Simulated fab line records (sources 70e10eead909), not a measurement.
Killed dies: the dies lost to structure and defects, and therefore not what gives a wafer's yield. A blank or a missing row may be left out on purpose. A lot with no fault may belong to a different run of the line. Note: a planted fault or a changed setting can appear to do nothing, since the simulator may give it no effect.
fab line records	flow nand_harc
[record] lots = 6	wafers = 18	last_day = 33
route steps=1302 shown A_CHANNEL_HOLE_D2@577 END@1302
lots that met no fault: from a run of the same line without faults
start_h: hours from the record's opening day to when the first of the lot's shown wafers began	wait_h: hours from the lot's prior step to this one	" as in the row above	L1.1+2: one row covering several wafers at once	- either no value or no given start	* or withheld: withheld	< > ~ a bound
route shown NAME@n: names a module that has steps shown in the file, with the first one's number in the route	usual: average and standard deviation across the fault-free wafers	same: alike in all rows	chamber/n: place in a boat	sites: the reading at each site	_std_site: standard deviation across them	_edge_site: the outer-site mean with the inner-site mean subtracted	radius_mm: for every site, how far away it sits from the centre of the wafer	mask NAME#n: copy n	behind: the last tool/chamber to shape the wafer	hold: what put the lot on hold/how long, in hours/how the hold closed	device: transistor that didn't switch, given as n, p or np	end of line: the route-end tests of the same wafers	a step without rows: its recipe alone	killed: the dies lost at the first sort to structure and to defects; this is not the yield of the wafer	map: dies across one wafer; x = killed, . = not, _ = none there
set.NAME: the setting the step ran with; set.NAME@STEP: the setting that earlier step ran with	model.NAME: the simulator's own value behind a step, which no gauge read
a table for each step, a row for each wafer; lots at some steps of the route
services: when a tool's chamber went out of use (start_h, in hours from the record's first day, below 0 if earlier), for how many hours, and the reason
[[steps]]
[step NHARC_A_CHANNEL_HOLE_D2_SOFTBAKE_05]
[recipe] temp_c = 105	time_s = 55
[step NHARC_A_CHANNEL_HOLE_D2_EBR_06]
[step NHARC_A_CHANNEL_HOLE_D2_EXPOSE_07]
[recipe] na = 1.35	target_cd_nm = 100	sigma_outer = 0.3	dose_mj = 59.65	mask_id = HOLE_D2
[step NHARC_A_CHANNEL_HOLE_D2_PEB_08]
[recipe] peb_temp_c = 100	peb_time_s = 65
[step NHARC_A_CHANNEL_HOLE_D2_DEVELOP_09]
[recipe] develop_time_s = 35	dev_temp_c = 23
[step NHARC_A_CHANNEL_HOLE_D2_CD_MEAS_10]
[recipe] target_cd_nm = 100	landing_energy_ev = 500
[usual] cd_nm = 99.7/0.58
lot.wafer	tool	chamber	start_h	wait_h	cd_nm
L892.1	cd_sem-03	0	286.80	-	98.6
L892.2	"	0	"	"	99.5
L892.5	"	0	"	"	98.8
L901.1	cd_sem-01	0	373.73	-	99.2
L901.3	"	0	"	"	99.7
L901.5	"	0	"	"	99.0
L902.3	cd_sem-02	0	394.10	-	100.4
L902.5	"	0	"	"	100.2
L902.6	"	0	"	"	99.1
L909.1	cd_sem-03	0	459.74	-	100.3
L909.3	"	0	"	"	99.5
L909.5	"	0	"	"	100.1
L910.1	cd_sem-03	0	478.08	-	99.8
L910.4	"	0	"	"	100.3
L910.6	"	0	"	"	99.7
L915.1	cd_sem-03	0	515.39	-	99.6
L915.2	"	0	"	"	100.0
L915.4	"	0	"	"	100.3
[step NHARC_A_CHANNEL_HOLE_D2_OVL_MEAS_11]
[usual] overlay_x_nm = -0.2/0.78	overlay_y_nm = 0.0/0.61
lot.wafer	tool	chamber	start_h	wait_h	overlay_x_nm	overlay_y_nm
L892.1	overlay-01	-	286.89	-	0.4	-0.8
L892.2	"	-	"	"	-0.2	0.0
L892.5	"	-	"	"	0.8	-0.1
L901.1	overlay-01	-	373.82	-	0.6	-0.2
L901.3	"	-	"	"	0.4	-0.5
L901.5	"	-	"	"	0.4	-0.5
L902.3	overlay-01	-	394.19	-	1.2	-0.4
L902.5	"	-	"	"	1.1	-0.9
L902.6	"	-	"	"	0.6	-0.7
L909.1	overlay-02	-	459.83	-	-1.0	0.7
L909.3	"	-	"	"	-1.6	0.5
L909.5	"	-	"	"	-1.5	1.1
L910.1	overlay-02	-	478.17	-	-0.7	0.7
L910.4	"	-	"	"	-1.0	0.1
L910.6	"	-	"	"	-1.1	0.4
L915.1	overlay-01	-	515.48	-	0.2	0.7
L915.2	"	-	"	"	0.4	0.7
L915.4	"	-	"	"	0.3	0.8
[step NHARC_A_CHANNEL_HOLE_D2_INSPECT_12]
[usual] raw_defect_count = 28/23
lot.wafer	tool	chamber	start_h	wait_h	raw_defect_count
L892.1	defect_inspect-01	-	286.93	0.0	50
L892.2	"	-	"	"	50
L892.5	"	-	"	"	52
L901.1	defect_inspect-02	-	373.86	0.0	8
L901.3	"	-	"	"	7
L901.5	"	-	"	"	7
L902.3	defect_inspect-02	-	394.22	0.0	18
L902.5	"	-	"	"	12
L902.6	"	-	"	"	17
L909.1	defect_inspect-02	-	459.86	0.0	66
L909.3	"	-	"	"	88
L909.5	"	-	"	"	64
L910.1	defect_inspect-01	-	478.21	0.0	59
L910.4	"	-	"	"	56
L910.6	"	-	"	"	51
L915.1	defect_inspect-01	-	515.52	0.0	4
L915.2	"	-	"	"	9
L915.4	"	-	"	"	2
[step NHARC_A_CHANNEL_HOLE_D2_DESCUM_15]
[recipe] time_s = 3	o2_flow_sccm = 200	ar_flow_sccm = 0	bias_power_w = 0	chemistry = O2
[usual] chamber_pressure_mTorr = 60.00/0.055	drypump_motor_current_A = 5.9/0.42	mfc_ar_sccm = 0.007/0.0099	oes_product_au = 1.002/0.0082	rf_vpp_V = 58.0/0.91	showerhead_plenum_p_Torr = 1.92/0.078	throttle_valve_pct = 11.310/0.009
lot.wafer	tool	chamber	start_h	wait_h	chamber_pressure_mTorr	drypump_motor_current_A	mfc_ar_sccm	oes_product_au	rf_hours_counter_h	rf_vpp_V	showerhead_plenum_p_Torr	throttle_valve_pct
L892.1	rie_diel-01	2	286.99	0.1	59.91	5.5	0.028	0.999	3.9	56.4	1.89	11.318
L892.2	"	3	"	"	59.99	5.9	0.000	1.020	4.0	59.9	1.88	11.304
L892.5	"	3	"	"	60.04	5.9	0.000	1.011	-	59.3	1.88	11.300
L901.1	rie_diel-04	3	373.92	0.1	59.93	6.1	0.010	0.995	0.1	58.2	2.06	11.304
L901.3	"	2	"	"	59.98	5.0	0	1.010	0.1	58.7	2.01	11.324
L901.5	"	3	"	"	59.93	6.1	0.010	1.005	-	58.7	2.06	11.311
L902.3	rie_diel-06	0	394.29	0.1	60.04	6.0	0.010	0.986	3.7	57.7	1.85	11.283
L902.6	"	0	"	"	60.10	6.0	0.010	0.991	-	58.0	1.86	11.309
L902.5	"	1	"	"	60.06	5.9	0	1.023	-	58.9	2.01	11.313
L909.3	rie_diel-04	2	459.93	0.1	59.99	5.0	0	1.001	5.2	58.9	2.00	11.312
L909.1	"	3	"	"	59.94	6.1	0.010	0.999	5.9	57.4	2.05	11.317
L909.5	"	2	"	"	60.01	5.0	0	0.999	-	57.7	2.00	11.313
L910.1	rie_diel-06	1	478.28	0.1	60.07	5.9	0	1.030	9.8	59.0	2.01	11.304
L910.4	"	2	"	"	60.03	6.6	0.027	1.014	9.1	58.7	1.89	11.307
L910.6	"	0	"	"	60.00	6.1	0.010	1.007	-	56.8	1.85	11.318
L915.2	rie_diel-01	0	515.59	0.1	59.98	6.0	0	0.998	8.0	57.9	1.93	11.311
L915.1	"	1	"	"	60.05	6.2	0	0.994	8.3	57.7	1.84	11.304
L915.4	"	2	"	"	60.09	5.5	0.028	0.993	6.9	57.8	1.89	11.301
[step NHARC_A_CHANNEL_HOLE_D2_ETCH_38]
[recipe] target_depth_a = 390	over_etch_frac = 0.3	time_s = 65	ion_energy_ev = 80	cf4_flow_sccm = 150	ar_flow_sccm = 0	rf_w = 300	bias_w = 100	chemistry = CF4
[usual] bias_w = 99.97/0.28	cf4_flow_sccm = 150.0/0.45	chamber_pressure_mTorr = 49.99/0.047	drypump_motor_current_A = 5.9/0.41	mfc_ar_sccm = 0.006/0.0097	oes_product_au = 1.002/0.0085	rf_fwd_power_W = 297.0/1.2	rf_vpp_V = 151.3/1.1	showerhead_plenum_p_Torr = 1.78/0.063	throttle_valve_pct = 13.283/0.0089
lot.wafer	tool	chamber	start_h	wait_h	bias_w	cf4_flow_sccm	chamber_pressure_mTorr	drypump_motor_current_A	mfc_ar_sccm	oes_product_au	rf_fwd_power_W	rf_hours_counter_h	rf_vpp_V	showerhead_plenum_p_Torr	throttle_valve_pct
L892.1	rie_diel-01	2	287.09	0.1	99.78	150.0	49.97	5.5	0.028	0.994	298.5	3.9	151.2	1.75	13.274
L892.2	"	1	"	"	99.84	149.5	49.94	6.3	0	0.985	297.3	4.0	150.4	1.71	13.282
L892.5	"	1	"	"	99.77	149.9	49.95	6.3	0	0.981	297.2	-	152.4	1.71	13.262
L901.1	rie_diel-04	1	374.00	0.1	99.73	149.7	50.10	5.7	0	1.013	297.6	0.0	151.1	1.77	13.289
L901.3	"	0	"	"	99.78	149.5	50.09	5.4	0	1.008	295.9	0.1	152.3	1.85	13.274
L901.5	"	2	"	"	99.95	149.8	50.08	5.0	0	1.009	297.3	-	152.5	1.85	13.276
L902.3	rie_diel-06	2	394.38	0.1	99.62	149.3	50.02	6.6	0.027	1.001	293.3	3.5	151.2	1.75	13.286
L902.6	"	2	"	"	99.63	149.6	49.98	6.7	0.027	0.997	293.8	-	150.5	1.75	13.289
L902.5	"	0	"	"	100.25	149.7	49.96	6.1	0.010	0.990	296.8	-	152.3	1.72	13.298
L909.1	rie_diel-04	1	460.03	0.1	100.51	150.2	49.96	5.7	0	1.006	296.0	4.7	149.5	1.77	13.274
L909.3	"	3	"	"	99.77	149.8	49.94	6.1	0.010	0.995	296.7	5.9	152.1	1.89	13.281
L909.5	"	1	"	"	100.44	150.5	50.02	5.7	0	1.000	297.9	-	150.8	1.77	13.294
L910.4	rie_diel-06	0	478.35	0.1	100.28	150.6	50.01	6.1	0.010	1.002	296.9	9.9	149.3	1.72	13.282
L910.1	"	3	"	"	100.63	150.7	49.98	5.9	0.009	1.007	297.2	7.5	150.1	1.67	13.283
L910.6	"	1	"	"	99.85	149.7	49.93	5.9	0	1.019	296.4	-	152.4	1.85	13.275
L915.4	rie_diel-01	0	515.67	0.1	99.70	149.4	50.02	6.1	0	1.003	294.9	8.0	150.6	1.78	13.290
L915.1	"	1	"	"	99.89	149.4	49.94	6.3	0	1.007	297.0	8.3	150.3	1.71	13.273
L915.2	"	2	"	"	100.49	150.1	49.99	5.5	0.028	0.993	297.8	7.0	151.0	1.75	13.293
[step NHARC_A_CHANNEL_HOLE_D2_ETCH_39]
[recipe] target_depth_a = 2600	over_etch_frac = 0.3	time_s = 325	ion_energy_ev = 200	n2_flow_sccm = 150	h2_flow_sccm = 150	ar_flow_sccm = 0	rf_w = 400	bias_w = 150	chemistry = N2/H2
[usual] bias_w = 150.0/0.46	chamber_pressure_mTorr = 30.002/0.027	drypump_motor_current_A = 5.9/0.41	mfc_ar_sccm = 0.008/0.01	oes_product_au = 1.003/0.0086	rf_fwd_power_W = 399.1/1.4	rf_vpp_V = 430.8/2.5	showerhead_plenum_p_Torr = 2.05/0.083	throttle_valve_pct = 14.171/0.0099
lot.wafer	tool	chamber	start_h	wait_h	bias_w	chamber_pressure_mTorr	drypump_motor_current_A	mfc_ar_sccm	oes_product_au	rf_fwd_power_W	rf_hours_counter_h	rf_vpp_V	showerhead_plenum_p_Torr	throttle_valve_pct
L892.1	rie_diel-01	2	-	-	150.0	30.011	5.5	0.028	0.996	401.2	4.0	430.2	2.02	14.179
L892.2	"	3	"	"	149.9	30.010	5.9	0.000	1.008	400.1	4.0	429.9	2.01	14.187
L892.5	"	1	"	"	150.0	30.048	6.3	0	0.999	400.2	-	427.9	1.97	14.183
L901.3	rie_diel-04	2	-	-	149.5	29.988	5.0	0	1.000	396.3	0.2	433.6	2.14	14.169
L901.1	"	3	"	"	150.0	29.993	6.1	0.010	0.997	401.3	0.2	433.7	2.20	14.157
L901.5	"	3	"	"	150.8	30.022	6.1	0.010	1.004	398.4	-	433.5	2.20	14.161
L902.3	rie_diel-06	0	-	-	150.3	29.999	6.1	0.010	0.993	401.8	3.8	429.2	1.98	14.180
L902.6	"	1	"	"	149.9	30.008	5.9	0	1.026	397.8	-	433.1	2.15	14.170
L902.5	"	2	"	"	151.3	30.022	6.6	0.027	1.005	398.3	-	428.1	2.01	14.182
L909.1	rie_diel-04	2	-	-	150.2	30.093	5.0	0	1.001	399.6	5.2	433.7	2.14	14.172
L909.3	"	1	"	"	150.2	29.996	5.7	0	0.992	397.4	4.7	431.2	2.04	14.169
L909.5	"	3	"	"	150.6	30.003	6.1	0.010	1.001	399.9	-	434.3	2.19	14.170
L910.1	rie_diel-06	3	-	-	150.0	30.022	5.9	0.009	1.026	399.5	7.5	425.6	1.92	14.165
L910.4	"	0	"	"	149.6	30.033	6.1	0.010	1.013	398.7	9.9	428.5	1.97	14.176
L910.6	"	2	"	"	150.5	29.993	6.6	0.027	1.003	399.1	-	429.9	2.01	14.165
L915.1	rie_diel-01	2	-	-	149.7	29.992	5.6	0.028	0.992	398.0	7.0	431.3	2.01	14.175
L915.2	"	3	"	"	148.8	30.048	6.0	0.000	1.004	400.5	6.8	429.6	2.00	14.174
L915.4	"	0	"	"	150.5	29.999	6.0	0	0.999	399.9	8.1	431.0	2.06	14.169
[step NHARC_A_CHANNEL_HOLE_D2_ETCH_34]
[recipe] target_depth_a = 1540	time_s = 77	cf4_flow_sccm = 100	chf3_flow_sccm = 30	ar_flow_sccm = 0	rf_w = 500	bias_w = 200	chemistry = CF4/CHF3
[usual] bias_w = 200.0/0.59	cf4_flow_sccm = 99.9/0.33	chamber_pressure_mTorr = 25.000/0.022	drypump_motor_current_A = 5.9/0.4	mfc_ar_sccm = 0.007/0.0098	oes_product_au = 0.955/0.021	rf_fwd_power_W = 495.6/1.9	rf_vpp_V = 370.8/1.9	showerhead_plenum_p_Torr = 1.58/0.057	throttle_valve_pct = 16.801/0.0094
lot.wafer	tool	chamber	start_h	wait_h	bias_w	cf4_flow_sccm	chamber_pressure_mTorr	drypump_motor_current_A	mfc_ar_sccm	oes_product_au	rf_fwd_power_W	rf_hours_counter_h	rf_vpp_V	showerhead_plenum_p_Torr	throttle_valve_pct
L892.1	rie_diel-01	1	-	-	200.1	100.7	25.022	6.3	0	0.925	496.0	4.2	368.1	1.52	16.795
L892.2	"	2	"	"	199.7	100.1	25.006	5.6	0.028	0.915	498.7	4.1	371.3	1.56	16.793
L892.5	"	1	"	"	200.1	100.1	25.015	6.3	0	0.912	498.2	-	368.0	1.52	16.796
L901.1	rie_diel-04	0	-	-	200.0	99.9	24.982	5.4	0	0.964	496.9	0.2	373.0	1.65	16.796
L901.3	"	1	"	"	200.0	99.9	25.001	5.7	0	0.982	496.3	0.1	370.0	1.58	16.792
L901.5	"	3	"	"	200.8	99.5	25.008	6.1	0.010	0.970	494.9	-	374.0	1.68	16.811
L902.3	rie_diel-06	1	-	-	200.1	99.9	24.997	5.9	0	0.979	496.8	4.3	373.1	1.65	16.819
L902.6	"	0	"	"	200.8	99.8	24.990	6.1	0.010	0.951	494.6	-	369.4	1.53	16.818
L902.5	"	2	"	"	200.1	100.3	24.956	6.6	0.027	0.957	493.1	-	369.0	1.55	16.804
L909.3	rie_diel-04	2	-	-	199.8	99.6	25.010	5.0	0	0.960	499.8	5.4	372.5	1.64	16.815
L909.1	"	3	"	"	199.7	99.5	25.002	6.1	0.010	0.960	493.6	6.1	373.4	1.68	16.788
L909.5	"	1	"	"	199.4	99.4	25.004	5.7	0	0.958	494.9	-	371.1	1.57	16.801
L910.1	rie_diel-06	3	-	-	200.4	99.9	25.005	5.9	0.009	0.927	497.2	7.6	368.4	1.49	16.805
L910.4	"	2	"	"	200.0	100.3	25.005	6.6	0.027	0.927	494.3	9.3	370.8	1.55	16.793
L910.6	"	0	"	"	200.6	100.1	24.995	6.1	0.010	0.928	493.3	-	369.2	1.53	16.809
L915.1	rie_diel-01	1	-	-	199.5	99.7	25.013	6.3	0	0.956	496.0	8.5	368.3	1.52	16.817
L915.4	"	2	"	"	199.8	100.5	25.000	5.6	0.028	0.951	496.8	7.2	368.5	1.55	16.793
L915.2	"	3	"	"	200.9	100.0	25.006	5.9	0.000	0.951	496.6	6.9	369.1	1.55	16.810
[step NHARC_A_CHANNEL_HOLE_D2_ETCH_16]
[recipe] target_depth_a = 31000	over_etch_frac = 0.3	time_s = 806	ion_energy_ev = 150	o2_flow_sccm = 400	cos_flow_sccm = 20	ar_flow_sccm = 0	rf_w = 500	bias_w = 300	chemistry = O2/COS
[usual] bias_w = 300.1/0.92	chamber_pressure_mTorr = 19.999/0.018	drypump_motor_current_A = 5.9/0.4	mfc_ar_sccm = 0.007/0.0095	oes_product_au = 1.001/0.0079	rf_fwd_power_W = 499.6/1.6	rf_vpp_V = 314.4/1.8	showerhead_plenum_p_Torr = 3.14/0.12	throttle_valve_pct = 28.330/0.0091
lot.wafer	tool	chamber	start_h	wait_h	bias_w	chamber_pressure_mTorr	drypump_motor_current_A	mfc_ar_sccm	oes_product_au	rf_fwd_power_W	rf_hours_counter_h	rf_vpp_V	showerhead_plenum_p_Torr	throttle_valve_pct
L892.1	rie_diel-01	1	287.69	-	299.6	20.011	6.3	0	1.003	499.1	4.4	313.5	3.02	28.332
L892.2	"	2	"	"	301.0	19.975	5.6	0.028	0.998	496.7	4.3	313.8	3.09	28.338
L892.5	"	3	"	"	301.5	19.988	5.9	0.000	1.016	499.2	-	314.1	3.08	28.343
L901.1	rie_diel-04	2	374.45	-	-	-	-	-	-	-	-	-	-	-
L901.3	"	1	"	"	-	-	-	-	-	-	-	-	-	-
L901.5	"	2	"	"	-	-	-	-	-	-	-	-	-	-
L902.3	rie_diel-06	0	395.06	-	-	-	-	-	-	-	-	-	-	-
L902.6	"	1	"	"	-	-	-	-	-	-	-	-	-	-
L902.5	"	2	"	"	-	-	-	-	-	-	-	-	-	-
L909.3	rie_diel-04	3	460.54	-	299.3	20.023	6.1	0.010	0.996	499.9	6.3	316.2	3.34	28.327
L909.1	"	2	"	"	299.4	19.976	5.0	0	1.002	499.7	5.5	316.0	3.26	28.357
L909.5	"	2	"	"	298.2	19.996	5.0	0	0.992	499.8	-	315.8	3.26	28.332
L910.1	rie_diel-06	0	478.85	-	300.3	20.043	6.1	0.010	1.004	497.4	10.1	313.8	3.03	28.325
L910.4	"	1	"	"	300.3	20.015	5.9	0	1.008	499.6	10.2	317.6	3.27	28.337
L910.6	"	0	"	"	300.6	20.020	6.1	0.010	0.998	501.6	-	313.8	3.03	28.346
L915.4	rie_diel-01	0	516.16	-	300.1	19.999	6.0	0	0.995	498.8	8.3	314.2	3.15	28.347
L915.2	"	1	"	"	299.7	20.010	6.3	0	0.990	498.2	8.6	313.0	3.01	28.329
L915.1	"	2	"	"	300.5	19.989	5.6	0.028	0.995	498.5	7.3	313.6	3.08	28.332
[step NHARC_A_CHANNEL_HOLE_D2_CD_MEAS_18]
[usual] cd_nm = 99.1/2.2
lot.wafer	tool	chamber	start_h	wait_h	cd_nm
L892.1	cd_sem-03	-	288.31	-	96.0
L892.2	"	-	"	"	103.7
L892.5	"	-	"	"	98.6
L901.1	cd_sem-01	-	375.02	-	100.3
L901.3	"	-	"	"	99.0
L901.5	"	-	"	"	100.3
L902.3	cd_sem-02	-	395.60	-	103.2
L902.5	"	-	"	"	102.2
L902.6	"	-	"	"	97.6
L909.1	cd_sem-02	-	461.23	-	99.9
L909.3	"	-	"	"	98.7
L909.5	"	-	"	"	100.7
L910.1	cd_sem-03	-	479.37	-	98.2
L910.4	"	-	"	"	100.8
L910.6	"	-	"	"	97.1
L915.1	cd_sem-03	-	516.69	-	99.6
L915.2	"	-	"	"	95.9
L915.4	"	-	"	"	101.6
[step NHARC_END_SORT_01]
[recipe] temp_c = 25
[usual] killed_at_array = 49/18	killed_at_other = 0.7/1.1	killed_at_periphery = 4.0/2.6	killed_dies = 54/19	killed_open = 3.4/1.7	killed_short = 2.5/1.7
[same] gross_dies = 677
lot.wafer	tool	chamber	start_h	wait_h	killed_at_array	killed_at_other	killed_at_periphery	killed_dies	killed_open	killed_short
L901.1	prober-01	0	645.40	2.5	672	1	4	677	6	1
L901.3	prober-01	0	647.01	3.1	670	1	6	677	2	4
L901.5	prober-01	0	648.61	3.7	672	1	4	677	3	5
L902.3	prober-02	0	660.26	3.0	675	0	2	677	1	6
L902.5	prober-02	0	661.81	3.6	670	1	6	677	6	4
L902.6	prober-02	0	662.59	3.9	670	2	5	677	2	2
// killed by level:class
L901.1 A_CHANNEL_HOLE_D2:area_etch=638 A_CHANNEL_HOLE_D2:chamber_film_flake=12 A_CHANNEL_HOLE_D1:chamber_film_flake=6 A_CHANNEL_FILL_D2:chamber_film_flake=4 A_ONON_D1:geometric_particle:open=2 A_WL_FILL:geometric_particle:open=2 P_GATE:chamber_film_flake=2 A_CHANNEL_FILL_D1:chamber_film_flake=2
L901.3 A_CHANNEL_HOLE_D2:area_etch=641 A_CHANNEL_HOLE_D2:chamber_film_flake=13 P_GATE:chamber_film_flake=3 A_CHANNEL_HOLE_D1:chamber_film_flake=3 A_STAIRCASE:chamber_film_flake=3 A_CHANNEL_FILL_D2:geometric_particle:short=2 A_CHANNEL_FILL_D2:chamber_film_flake=2 A_CONTACT:chamber_film_flake=2
L901.5 A_CHANNEL_HOLE_D2:area_etch=637 A_CHANNEL_HOLE_D2:chamber_film_flake=12 A_CONTACT:chamber_film_flake=7 A_STAIRCASE:chamber_film_flake=3 P_BONDPAD:chamber_film_flake=2 A_CHANNEL_HOLE_D1:chamber_film_flake=2 A_WL_FILL:chamber_film_flake=2 P_CONTACT:geometric_particle:open=1
L902.3 A_CHANNEL_HOLE_D2:area_etch=645 A_CHANNEL_HOLE_D1:chamber_film_flake=12 A_STAIRCASE:chamber_film_flake=4 A_CONTACT:chamber_film_flake=4 A_CHANNEL_HOLE_D2:unspecified=2 P_STI:geometric_particle:short=1 P_GATE:geometric_particle:short=1 A_CHANNEL_FILL_D1:geometric_particle:short=1
L902.5 A_CHANNEL_HOLE_D2:area_etch=641 A_CHANNEL_HOLE_D1:chamber_film_flake=9 A_CONTACT:chamber_film_flake=4 A_CHANNEL_HOLE_D2:unspecified=3 P_GATE:chamber_film_flake=2 P_GATE:geometric_particle:open=1 P_CONTACT:geometric_particle:open=1 P_BONDPAD:geometric_particle:short=1
L902.6 A_CHANNEL_HOLE_D2:area_etch=646 A_CHANNEL_HOLE_D1:chamber_film_flake=11 A_ZERO_WELL:chamber_film_flake=4 A_SLIT:chamber_film_flake=3 P_BONDPAD:chamber_film_flake=2 A_CONTACT:chamber_film_flake=2 THIN_TSV:chamber_film_flake=2 P_CONTACT:geometric_particle:open=1
// map L901.1 (x killed, . not)
____________x____________
_________xxxxxxx_________
_______xxxxxxxxxxx_______
______xxxxxxxxxxxxx______
_____xxxxxxxxxxxxxxx_____
____xxxxxxxxxxxxxxxxx____
____xxxxxxxxxxxxxxxxx____
___xxxxxxxxxxxxxxxxxxx___
___xxxxxxxxxxxxxxxxxxx___
__xxxxxxxxxxxxxxxxxxxxx__
__xxxxxxxxxxxxxxxxxxxxx__
_xxxxxxxxxxxxxxxxxxxxxxx_
_xxxxxxxxxxxxxxxxxxxxxxx_
_xxxxxxxxxxxxxxxxxxxxxxx_
_xxxxxxxxxxxxxxxxxxxxxxx_
_xxxxxxxxxxxxxxxxxxxxxxx_
xxxxxxxxxxxxxxxxxxxxxxxxx
xxxxxxxxxxxxxxxxxxxxxxxxx
xxxxxxxxxxxxxxxxxxxxxxxxx
xxxxxxxxxxxxxxxxxxxxxxxxx
xxxxxxxxxxxxxxxxxxxxxxxxx
_xxxxxxxxxxxxxxxxxxxxxxx_
_xxxxxxxxxxxxxxxxxxxxxxx_
_xxxxxxxxxxxxxxxxxxxxxxx_
_xxxxxxxxxxxxxxxxxxxxxxx_
_xxxxxxxxxxxxxxxxxxxxxxx_
__xxxxxxxxxxxxxxxxxxxxx__
__xxxxxxxxxxxxxxxxxxxxx__
___xxxxxxxxxxxxxxxxxxx___
___xxxxxxxxxxxxxxxxxxx___
____xxxxxxxxxxxxxxxxx____
____xxxxxxxxxxxxxxxxx____
_____xxxxxxxxxxxxxxx_____
______xxxxxxxxxxxxx______
_______xxxxxxxxxxx_______
_________xxxxxxx_________
____________x____________
// map L902.3 (x killed, . not)
____________x____________
_________xxxxxxx_________
_______xxxxxxxxxxx_______
______xxxxxxxxxxxxx______
_____xxxxxxxxxxxxxxx_____
____xxxxxxxxxxxxxxxxx____
____xxxxxxxxxxxxxxxxx____
___xxxxxxxxxxxxxxxxxxx___
___xxxxxxxxxxxxxxxxxxx___
__xxxxxxxxxxxxxxxxxxxxx__
__xxxxxxxxxxxxxxxxxxxxx__
_xxxxxxxxxxxxxxxxxxxxxxx_
_xxxxxxxxxxxxxxxxxxxxxxx_
_xxxxxxxxxxxxxxxxxxxxxxx_
_xxxxxxxxxxxxxxxxxxxxxxx_
_xxxxxxxxxxxxxxxxxxxxxxx_
xxxxxxxxxxxxxxxxxxxxxxxxx
xxxxxxxxxxxxxxxxxxxxxxxxx
xxxxxxxxxxxxxxxxxxxxxxxxx
xxxxxxxxxxxxxxxxxxxxxxxxx
xxxxxxxxxxxxxxxxxxxxxxxxx
_xxxxxxxxxxxxxxxxxxxxxxx_
_xxxxxxxxxxxxxxxxxxxxxxx_
_xxxxxxxxxxxxxxxxxxxxxxx_
_xxxxxxxxxxxxxxxxxxxxxxx_
_xxxxxxxxxxxxxxxxxxxxxxx_
__xxxxxxxxxxxxxxxxxxxxx__
__xxxxxxxxxxxxxxxxxxxxx__
___xxxxxxxxxxxxxxxxxxx___
___xxxxxxxxxxxxxxxxxxx___
____xxxxxxxxxxxxxxxxx____
____xxxxxxxxxxxxxxxxx____
_____xxxxxxxxxxxxxxx_____
______xxxxxxxxxxxxx______
_______xxxxxxxxxxx_______
_________xxxxxxx_________
____________x____________
[[services]]
tool	chamber	start_h	hours	kind
rie_diel-01	0	283.85	4.8	repair
rie_diel-04	0	285.30	-	clean
rie_diel-04	1	285.30	-	clean
rie_diel-04	2	285.30	-	clean
rie_diel-04	3	285.30	-	clean
rie_diel-06	0	286.31	-	clean
rie_diel-06	1	286.31	-	clean
rie_diel-06	2	286.31	-	clean
rie_diel-06	3	286.31	-	clean
rie_diel-01	1	286.39	-	clean
rie_diel-01	2	286.39	-	clean
rie_diel-01	3	286.39	-	clean
rie_diel-06	-	307.31	9.0	pm
rie_diel-04	-	354.95	9.0	pm
rie_diel-04	1	367.20	4.5	repair
rie_diel-04	3	376.19	2.7	repair
rie_diel-01	-	380.89	9.0	pm
rie_diel-06	3	388.72	7.3	repair
rie_diel-06	3	434.02	18.0	repair
rie_diel-04	0	454.39	13.4	repair
rie_diel-01	0	457.96	8.7	repair
rie_diel-06	2	469.29	1.2	repair
rie_diel-01	3	481.33	4.3	repair
rie_diel-06	-	484.58	9.0	pm
[[key]]
[first_sign] step = NHARC_A_CHANNEL_HOLE_D2_ETCH_16	reading = tool_record	direction = missing
[effect] step = NHARC_END_SORT_01	reading = killed_at_array	direction = up	sigmas = 34	usual = 49	struck = 672
[more_kills_born_at] NHARC_A_CHANNEL_HOLE_D2_ETCH_16@rie_diel-06 = 1932	NHARC_A_CHANNEL_HOLE_D2_ETCH_16@rie_diel-04 = 1915
met_at NHARC_A_CHANNEL_HOLE_D2_ETCH_16
struck_wafers L901.1,L901.3,L901.5,L902.3,L902.5,L902.6
later_rows_left_out L901.1,L901.3,L901.5,L902.3,L902.5,L902.6
tester_left_out L901,L902
[fault] kind = skipped_step_whole	tool = rie_diel-04,rie_diel-06	chamber = -	onset_h = 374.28	steps = NHARC_A_CHANNEL_HOLE_D2_ETCH_16	scope = struck_lots_only
// tester_left_out: of these lots the tester's yield and bins aren't shown, on N5 and GAA mostly nor the transistor test; their killed dies are dies lost to structure and defects alone, not to doping, threshold or leakage, so they don't give the yield
// later_rows_left_out: the simulator's readings of these wafers behind a module that went badly wrong aren't trusted and aren't shown, but for the sort
